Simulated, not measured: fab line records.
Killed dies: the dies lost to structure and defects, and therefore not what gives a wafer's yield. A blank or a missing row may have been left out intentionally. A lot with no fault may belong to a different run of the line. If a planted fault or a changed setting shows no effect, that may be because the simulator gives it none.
Chamber matching || flow n5Finfet || N5_STI_FIN_REVEAL_ALD_14 on aldSin-01: 4 sister chambers
The step deposits Si3N4, target thk 3 nm. 8 wafers are shown with their chamber, then 9 later ones without.

## WAFERS WITH THEIR CHAMBER
{"wafer": "L083.2", "chamber": 3, "heaterPowerW (W)": 887}
{"wafer": "L084.1", "chamber": 0, "heaterPowerW (W)": 857}
{"wafer": "L084.3", "chamber": 3, "heaterPowerW (W)": 905}
{"wafer": "L091.5", "chamber": 0, "heaterPowerW (W)": 882}
{"wafer": "L091.6", "chamber": 1, "heaterPowerW (W)": 700}
{"wafer": "L092.1", "chamber": 2, "heaterPowerW (W)": 798}
{"wafer": "L092.4", "chamber": 1, "heaterPowerW (W)": 698}
{"wafer": "L092.6", "chamber": 2, "heaterPowerW (W)": 789}

## WAFERS WITH NO CHAMBER GIVEN
{"wafer": "L093.3", "heaterPowerW (W)": 882}
{"wafer": "L093.4", "heaterPowerW (W)": 705}
{"wafer": "L093.6", "heaterPowerW (W)": 824}
{"wafer": "L094.1", "heaterPowerW (W)": 703}
{"wafer": "L094.2", "heaterPowerW (W)": 876}
{"wafer": "L094.6", "heaterPowerW (W)": 875}
{"wafer": "L097.1", "heaterPowerW (W)": 802}
{"wafer": "L097.2", "heaterPowerW (W)": 915}
{"wafer": "L097.5", "heaterPowerW (W)": 807}

## EACH ONE'S CHAMBER
{"wafer": "L093.3", "from the rows above": "can't be placed: 0 or 3", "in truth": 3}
{"wafer": "L093.4", "from the rows above": 1, "in truth": 1}
{"wafer": "L093.6", "from the rows above": "can't be placed: 2 or 0", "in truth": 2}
{"wafer": "L094.1", "from the rows above": 1, "in truth": 1}
{"wafer": "L094.2", "from the rows above": "can't be placed: 0 or 3", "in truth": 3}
{"wafer": "L094.6", "from the rows above": "can't be placed: 0 or 3", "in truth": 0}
{"wafer": "L097.1", "from the rows above": 2, "in truth": 2}
{"wafer": "L097.2", "from the rows above": 3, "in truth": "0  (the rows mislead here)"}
{"wafer": "L097.5", "from the rows above": 2, "in truth": 2}
Correct placement for 4 of the 9. Not placeable from these rows: 4 (in 4, the candidates include the true chamber). Number placed wrongly: 1.
How it was worked out, from the rows above alone: a wafer's distance from a chamber is the root of the sum, over the readings, of the square of ((its reading less the chamber's mean) divided by the reading's scatter). If the next closest chamber is less than 2 further off than the closest, the wafer can't be placed; otherwise it belongs to the closest. For every chamber, the mean is computed from those of its wafers that are shown. The scatter: take each reading less its chamber's mean, square it, sum over the shown wafers, divide by the number of wafers less the number of chambers, and take the root.
